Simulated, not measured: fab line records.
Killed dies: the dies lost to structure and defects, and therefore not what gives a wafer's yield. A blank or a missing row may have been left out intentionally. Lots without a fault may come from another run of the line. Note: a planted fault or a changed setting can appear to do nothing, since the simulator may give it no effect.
8D (eight disciplines) problem report, filled in by code    flow nandHarc    the parts of the form that need people (team, actions taken, sign-off) are left out

## 1. THE ISSUE
At NHARC_END_SORT_01, killedAtArray averages 675 over 3 wafers from 2 lots, while fault-free wafers read 28, standard deviation 10. Measured from the usual mean, that is +65 standard deviations.
The first sign was on wafer L723.2 at day 23 18:23, on prober-01. The record holds 36 wafers of 12 lots with a number at this step. Rule for "out", or "out of limits": more than 4 standard deviations from the usual mean. All remaining wafers that have a number are taken as sound.

## 2. WHAT IT IS, WHAT IT ISN'T
question                     is                         is not
which readings at this step  killedAtArray, killedDies  killedAtOther, killedAtPeriphery, killedOpen, killedShort
which lots                   L719, L723                 L705, L709, L710, L711, L713, L714, L718, L724, L726, L728
which wafers of those lots   L719.3, L723.2, L723.5     L719.1, L719.6, L723.1
read on which gauges         prober-01                  prober-02
when                         from day 23 18:23          up to then (22 sound wafers); but 11 sound wafers of L719, L724, L726, L728 came after

## 3. WHAT RULES OUT EACH SUSPECT
Counting: any tool at a process step up to the reading remains a suspect provided it ran every lot that is out. Sound lots after the first of them don't rule it out here, since some wafers of a struck lot are sound.
- ruled out: the gauge at NHARC_END_SORT_01. All the wafers that are out were read on prober-01, but those of them that NHARC_A_BLC_ETCH_17 has rows for are out there too, on other tools.
- rieDiel-04 at NHARC_A_BLC_ETCH_17 (etches the open film in N2/H2, target depth 390 nm, time 609.38 s): kept. Ran every lot that is out, first one L719 (day 21 16:52); last sound lot up to then L713 (day 20 01:42). Its own oesProductAu readings are out on those wafers.
- rieDiel-04 at NHARC_A_BLC_ETCH_18 (etches the open film in C4F8/O2/Ar, target depth 910 nm): kept. Ran every lot that is out, first one L719 (day 21 17:44); last sound lot up to then L713 (day 20 02:35). NHARC_A_BLC_ETCH_18: start missing for some lots; hours and lot order therefore follow NHARC_A_BLC_STRIP_29.
- rieDiel-04 at NHARC_A_BLC_STRIP_29 (strips in CF4): kept. Ran every lot that is out, first one L719 (day 21 17:44); last sound lot up to then L714 (day 20 09:33).
- In rieDiel-04 at NHARC_A_BLC_ETCH_17, the wafers that are out were processed in chamber 0 and their sound lot-mates in chambers 2, 3.
- In rieDiel-04 at NHARC_A_BLC_ETCH_18, the wafers that are out were processed in chamber 3 and their sound lot-mates in chambers 0, 1.
Still standing after the count: rieDiel-04 at NHARC_A_BLC_ETCH_17, rieDiel-04 at NHARC_A_BLC_ETCH_18, rieDiel-04 at NHARC_A_BLC_STRIP_29.

## 4. THE CAUSE (what the simulator had put in)
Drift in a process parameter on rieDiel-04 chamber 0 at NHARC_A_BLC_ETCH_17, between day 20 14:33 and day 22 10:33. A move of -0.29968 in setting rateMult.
Counting left 3 suspects, and this tool is among them.

## 5. THE CHAIN OF EFFECTS, in route order
Each row: a reading where the mean over the struck wafers with a number is more than 3 standard deviations away from the usual. Scope: only readings with a usual standard deviation given in the record; hours: median across lots of the time from each lot's start at the first step in this table that gives one to its start at this step; sigmas: change in usual standard deviations.
hours  step                 reading        usual       on struck wafers  change  sigmas
0      NHARC_A_BLC_ETCH_17  oesProductAu   0.997 a.u.  0.806             -0.191  -20
52     NHARC_END_SORT_01    killedAtArray  28          675               +647    +65
52     NHARC_END_SORT_01    killedDies     31          677               +646    +65
Process steps it contains:
- NHARC_A_BLC_ETCH_17: etches the open film in N2/H2, target depth 390 nm, time 609.38 s.

## 6. HOW IT WOULD HAVE BEEN CAUGHT EARLIER
The first out-of-limits reading at a measuring or inspecting step in this record came at day 23 18:23, 76 hours after the fault's start at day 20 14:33.
The tool's own readings at NHARC_A_BLC_ETCH_17 were out on every struck wafer that the step has a row for (oesProductAu): an alarm limit on them would have fired on the first of those.
By day 23 18:23 the whole set of lots that are out, 2 in number, had already begun NHARC_A_BLC_ETCH_17 on rieDiel-04. Tool hold at that time: it would have spared none of them.
